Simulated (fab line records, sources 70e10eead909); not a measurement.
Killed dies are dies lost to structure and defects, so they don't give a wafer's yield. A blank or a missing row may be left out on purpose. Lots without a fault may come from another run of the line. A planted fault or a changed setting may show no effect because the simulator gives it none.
A struck lot beside a sound one | flow nand_harc | 11 steps out of a route of 1159
Sound: wafers L494.2, L494.3, L494.6. Struck: wafers L504.1, L504.2, L504.5. The cause comes at the end.
At each step with rows: each side's tool, then ch and its chambers, then its first start. Under that, the readings that differ: sound wafers | struck wafers | difference of the means | sigmas: that difference in standard deviations of wafers without a fault.
alike: readings whose means differ by less than 2 such deviations, and words and numbers that are the same on both sides. not compared: withheld readings, readings that some wafer has no value for, bounds like >300 that may hide the same value, and numbers for which the record gives no deviation and whose values overlap.
The two part at a step that has a row with sigmas, a row that says differs or no value, or rows on one side only. Numbers that don't overlap but have no deviation are shown without sigmas and don't part them. A reading that every wafer of one side lacks parts them only if that side has two wafers or more.

NHARC_A_WL_FILL_INSPECT_15:
  sound on defect_inspect-01, day 18 20:10; struck on defect_inspect-02, day 20 15:57
  alike: raw_defect_count
NHARC_A_CONTACT_DEP_24: deposits SiO2, target thk 500 nm.
  sound on pecvd-04 ch 0,1, day 18 20:27; struck on pecvd-01 ch 0,1, day 20 16:01
  alike: heater_power_w, throttle_valve_pct
NHARC_A_CONTACT_DEP_28: deposits aC, target thk 3600 nm.
  sound on acl_dep-02 ch 0, day 18 22:00; struck on acl_dep-01 ch 0, day 20 19:49
  alike: throttle_valve_pct
NHARC_A_CONTACT_DEP_29: deposits SiON, target thk 70 nm.
  sound on pecvd-04 ch 1,2, day 18 23:54; struck on pecvd-04 ch 0,1, day 20 22:10
  alike: heater_power_w
then, 5 steps without rows for these wafers: NHARC_A_CONTACT_DEHYDRATE_32 (time 120 s); NHARC_A_CONTACT_HMDS_33 (time 30 s); NHARC_A_CONTACT_COAT_34 (time 75 s); NHARC_A_CONTACT_COAT_35 (time 65 s); NHARC_A_CONTACT_COAT_36 (resist thk 90 nm).
NHARC_A_CONTACT_SOFTBAKE_37: time 55 s.
  sound on litho_track-06 ch 0, day 19 00:00; struck on litho_track-06 ch 0, day 20 22:00
  reading                  | sound                | struck               | difference | sigmas
  heater_power_total_W (W) | 188.44 188.52 188.68 | 215.62 215.93 215.76 | +27.22     | +99 or more
then, 1 step without rows for these wafers: NHARC_A_CONTACT_EBR_38.

WHERE THEY PART
Only at NHARC_A_CONTACT_SOFTBAKE_37, within this record.

WHY: what the simulator had put in
Process parameter drift: litho_track-06, from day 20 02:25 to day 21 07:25, at NHARC_A_CONTACT_SOFTBAKE_37. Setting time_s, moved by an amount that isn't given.
